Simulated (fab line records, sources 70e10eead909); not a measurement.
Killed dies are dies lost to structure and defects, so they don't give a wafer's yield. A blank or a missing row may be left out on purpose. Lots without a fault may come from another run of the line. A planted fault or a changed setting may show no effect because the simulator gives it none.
Which tool did it? | flow nand_harc | 12 lots, 36 wafers sampled, at 7 steps of a route of 1302

WHAT THE GAUGES READ, wafer by wafer
NHARC_P_M0_OVL_MEAS_10: pitch 180 nm. Usual: overlay_x_nm -0.2 nm, standard deviation 0.88; overlay_y_nm -0.3 nm, standard deviation 0.77.
lot  | measured     | on         | overlay_x_nm (nm) | overlay_y_nm (nm) | flag
L727 | day 6 17:40  | overlay-01 | -0.6 -0.3 0.6     | -1.0 -0.5 -1.4    |
L728 | day 6 17:56  | overlay-02 | 0.5 0.7 0.8       | -1.2 -0.7 -0.8    |
L729 | day 7 10:44  | overlay-01 | 0.3 0.4 0.5       | 0.2 0.4 0.6       |
L732 | day 8 16:52  | overlay-01 | -0.5 -0.1 0.0     | 0.1 0.4 0.2       |
L734 | day 9 12:19  | overlay-02 | -0.4 -0.5 -0.8    | -1.0 -0.9 -0.7    |
L735 | day 10 08:23 | overlay-01 | -0.9 -0.7 -0.2    | -0.4 -0.5 -0.3    |
L738 | day 11 06:22 | overlay-01 | -1.2 -0.3 -0.8    | -0.3 0.2 -0.3     |
L740 | day 12 03:58 | overlay-01 | 0.3 0.3 0.1       | -1.7 -1.5 -1.0    |
L742 | day 12 15:57 | overlay-02 | 0.9 0.9 1.2       | -0.8 -1.3 -1.1    |
L745 | day 13 21:16 | overlay-01 | -1.1 -1.6 -1.9    | -0.3 -1.0 -1.1    |
L746 | day 14 08:41 | overlay-02 | 1.3 1.3 0.6       | -0.7 -0.4 0.2     |
L747 | day 14 23:32 | overlay-02 | 0.7 1.4 1.3       | -1.4 -1.6 -1.6    |

NHARC_P_M0_INSPECT_27. Usual: raw_defect_count 276, standard deviation 96.
lot  | measured     | on                | raw_defect_count | flag
L727 | day 6 21:18  | defect_inspect-02 | 379 174 293      |
L728 | day 6 20:31  | defect_inspect-01 | 274 283 380      |
L729 | day 7 13:25  | defect_inspect-01 | 218 275 393      |
L732 | day 8 19:26  | defect_inspect-01 | 218 258 400      |
L734 | day 9 14:53  | defect_inspect-01 | 277 238 462      |
L735 | day 10 11:04 | defect_inspect-02 | 239 222 256      |
L738 | day 11 09:00 | defect_inspect-01 | 107 118 270      |
L740 | day 12 06:34 | defect_inspect-01 | 358 297 368      |
L742 | day 12 18:32 | defect_inspect-01 | 199 154 221      |
L745 | day 13 23:52 | defect_inspect-02 | 1125 1146 1041   | OFF
L746 | day 14 11:18 | defect_inspect-02 | 1278 1141 1169   | OFF
L747 | day 15 02:05 | defect_inspect-02 | 178 181 245      |

NHARC_P_M1_INSPECT_11. Usual: raw_defect_count 4, standard deviation 3.1.
lot  | measured     | on                | raw_defect_count | flag
L727 | day 6 22:49  | defect_inspect-01 | 6 4 1            |
L728 | day 6 22:03  | defect_inspect-02 | 9 13 9           |
L729 | day 7 14:56  | defect_inspect-02 | 10 3 2           |
L732 | day 8 20:57  | defect_inspect-02 | 5 7 3            |
L734 | day 9 16:32  | defect_inspect-01 | 2 1 4            |
L735 | day 10 12:37 | defect_inspect-01 | 8 6 5            |
L738 | day 11 10:31 | defect_inspect-01 | 2 3 7            |
L740 | day 12 08:06 | defect_inspect-01 | 1 4 6            |
L742 | day 12 20:02 | defect_inspect-02 | 2 2 5            |
L745 | day 14 01:48 | defect_inspect-02 | 806 734 778      | OFF
L746 | day 14 12:42 | defect_inspect-02 | 784 746 827      | OFF
L747 | day 15 03:37 | defect_inspect-01 | 1 3 3            |

NHARC_END_SORT_01. Usual: defect_limited_yield 91 %, standard deviation 3.2; killed_at_array 53, standard deviation 21; killed_at_other 1.1, standard deviation 1.5; killed_at_periphery 3.9, standard deviation 2.7; killed_dies 58, standard deviation 21; killed_open 3.4, standard deviation 1.9; killed_short 2.3, standard deviation 1.5.
lot  | measured     | on        | defect_limited_yield (%) | killed_at_array | killed_at_other | killed_at_periphery | killed_dies | killed_open | killed_short | flag
L742 | day 30 05:48 | prober-01 | 89 90                    | 71 70           | 0 1             | 4 0                 | 75 71       | 6 3         | 2 4          |
L745 | day 32 20:44 | prober-01 | 27 32 32                 | 43 34 31        | 5 2 3           | 445 423 426         | 493 459 460 | 5 3 1       | 1 2 0        | OFF
L746 | day 33 00:01 | prober-02 | 27 32 28                 | 52 41 43        | 1 0 0           | 438 418 443         | 491 459 486 | 0 3 0       | 1 1 0        | OFF

WHICH TOOL RAN EACH LOT (tool, then ch and the chambers of the sampled wafers, then the start)
lot  | NHARC_P_M0_DEGAS_28          | NHARC_P_M0_CMP_23             | NHARC_P_M0_PRE_CLEAN_31
L727 | pvd_sputter-03, day 6 19:26  | cmp-04 ch 1,3, day 6 20:50    | pecvd-02 ch 0,2, day 6 21:22
L728 | pvd_sputter-01, day 6 18:58  | cmp-04 ch 0,1,3, day 6 20:07  | pecvd-02 ch 0,1,2, day 6 20:35
L729 | pvd_sputter-03, day 7 11:53  | cmp-04 ch 0,1,2, day 7 12:57  | pecvd-01 ch 0,1,2, day 7 13:29
L732 | pvd_sputter-01, day 8 17:53  | cmp-02 ch 0,1,2, day 8 18:59  | pecvd-01 ch 0,2, day 8 19:30
L734 | pvd_sputter-03, day 9 13:20  | cmp-02 ch 0,1,3, day 9 14:30  | pecvd-04 ch 1,2, day 9 15:05
L735 | pvd_sputter-02, day 10 09:30 | cmp-04 ch 1,3, day 10 10:35   | pecvd-04 ch 0,1, day 10 11:09
L738 | pvd_sputter-01, day 11 07:27 | cmp-02 ch 0,1,3, day 11 08:34 | pecvd-02 ch 0,2, day 11 09:04
L740 | pvd_sputter-02, day 12 04:59 | cmp-01 ch 2,3, day 12 06:05   | pecvd-02 ch 0,1,2, day 12 06:39
L742 | pvd_sputter-03, day 12 16:58 | cmp-01 ch 1,2,3, day 12 18:07 | pecvd-04 ch 0,2, day 12 18:36
L745 | pvd_sputter-02, day 13 22:17 | cmp-02 ch 1,2,3, day 13 23:23 | pecvd-04 ch 0,1, day 14 00:19
L746 | pvd_sputter-01, day 14 09:44 | cmp-02 ch 0,1,2, day 14 10:53 | pecvd-04 ch 0,1,2, day 14 11:23
L747 | pvd_sputter-01, day 15 00:32 | cmp-01 ch 0,1,2, day 15 01:37 | pecvd-04 ch 0,1,2, day 15 02:10
- NHARC_P_M0_DEGAS_28: time 60 s.
- NHARC_P_M0_CMP_23: polishes, t overpolish 20 s, target thk 117.54 nm.
- NHARC_P_M0_PRE_CLEAN_31: time 12 s.

WHAT THE TOOLS THEMSELVES READ (means of the sampled wafers that have a number; where no wafer has one, the mark that the record gives instead)
NHARC_P_M0_DEGAS_28. Usual: heater_power_w 329 W, standard deviation 38.
lot  | tool           | heater_power_w (W) | flag
L727 | pvd_sputter-03 | 346                |
L728 | pvd_sputter-01 | 340                |
L729 | pvd_sputter-03 | 364                |
L732 | pvd_sputter-01 | 308                |
L734 | pvd_sputter-03 | 356                |
L735 | pvd_sputter-02 | 316                |
L738 | pvd_sputter-01 | 322                |
L740 | pvd_sputter-02 | 310                |
L742 | pvd_sputter-03 | 357                |
L745 | pvd_sputter-02 | 276                |
L746 | pvd_sputter-01 | 317                |
L747 | pvd_sputter-01 | 326                |

NHARC_P_M0_CMP_23. Usual: motor_current_A 12.1 A, standard deviation 0.84; pad_life_wafers 158, standard deviation 99; slurry_flow_ml_min 150.0, standard deviation 0.45; time_to_endpoint_s 29.5 s, standard deviation 2.1.
lot  | tool   | motor_current_A (A) | pad_life_wafers | slurry_flow_ml_min | time_to_endpoint_s (s) | flag
L727 | cmp-04 | 11.1                | 103             | 149.8              | 29.1                   |
L728 | cmp-04 | 11.6                | 98              | 150.0              | 32.0                   |
L729 | cmp-04 | 11.6                | 182             | 149.7              | 29.2                   |
L732 | cmp-02 | 13.0                | 182             | 149.9              | 30.3                   |
L734 | cmp-02 | 12.7                | 243             | 149.9              | 30.2                   |
L735 | cmp-04 | 11.3                | 43              | 150.0              | 31.5                   |
L738 | cmp-02 | 12.5                | 56              | 150.2              | 28.7                   |
L740 | cmp-01 | 12.7                | 326             | 150.3              | 28.9                   |
L742 | cmp-01 | 12.2                | 368             | 150.0              | 30.1                   |
L745 | cmp-02 | 12.2                | 289             | 149.8              | 29.6                   |
L746 | cmp-02 | 12.7                | 326             | 149.9              | 33.2                   |
L747 | cmp-01 | 12.4                | 199             | 149.8              | 28.8                   |

NHARC_P_M0_PRE_CLEAN_31. Usual: heater_power_w 618 W, standard deviation 67.
lot  | tool     | heater_power_w (W) | flag
L727 | pecvd-02 | 614                |
L728 | pecvd-02 | 621                |
L729 | pecvd-01 | 616                |
L732 | pecvd-01 | 620                |
L734 | pecvd-04 | 674                |
L735 | pecvd-04 | 625                |
L738 | pecvd-02 | 632                |
L740 | pecvd-02 | 652                |
L742 | pecvd-04 | 576                |
L745 | pecvd-04 | 626                |
L746 | pecvd-04 | 621                |
L747 | pecvd-04 | 647                |

THE ANSWER, worked out from the rows above alone
Rule: a lot is off if the mean of its wafers that have a number lies more than 3 standard deviations from the usual mean. A lot without any number at a reading at which 4 lots or more have one is off too. The other lots that the step has rows for count as sound. The gauges are gone through in route order, then the tools' own readings, and for those a lot's mean is taken as printed above. The first step at which some lot is off is used, and at that step the reading that is off furthest; a lot without a number counts as furthest.
Off: L745, L746, at NHARC_P_M0_INSPECT_27 (raw_defect_count).
A tool fits if, at a process step before that reading, it ran every lot that is off, and no sound lot after the first of them. The gauges at NHARC_P_M0_INSPECT_27 aren't tried: what is off there is off at NHARC_END_SORT_01 too, on other tools, and a gauge's error can't cause that. One fits: cmp-02 at NHARC_P_M0_CMP_23. Its last sound lot is L738 (day 11 08:34), its first lot that is off L745 (day 13 23:23): a fault that began between those two fits.

WHAT THE SIMULATOR HAD PUT IN
Chamber particle source: cmp-02, from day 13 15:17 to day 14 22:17, at NHARC_P_M0_CMP_23. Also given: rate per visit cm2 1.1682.
Lots struck among those shown: L745, L746. The rule above found the same.
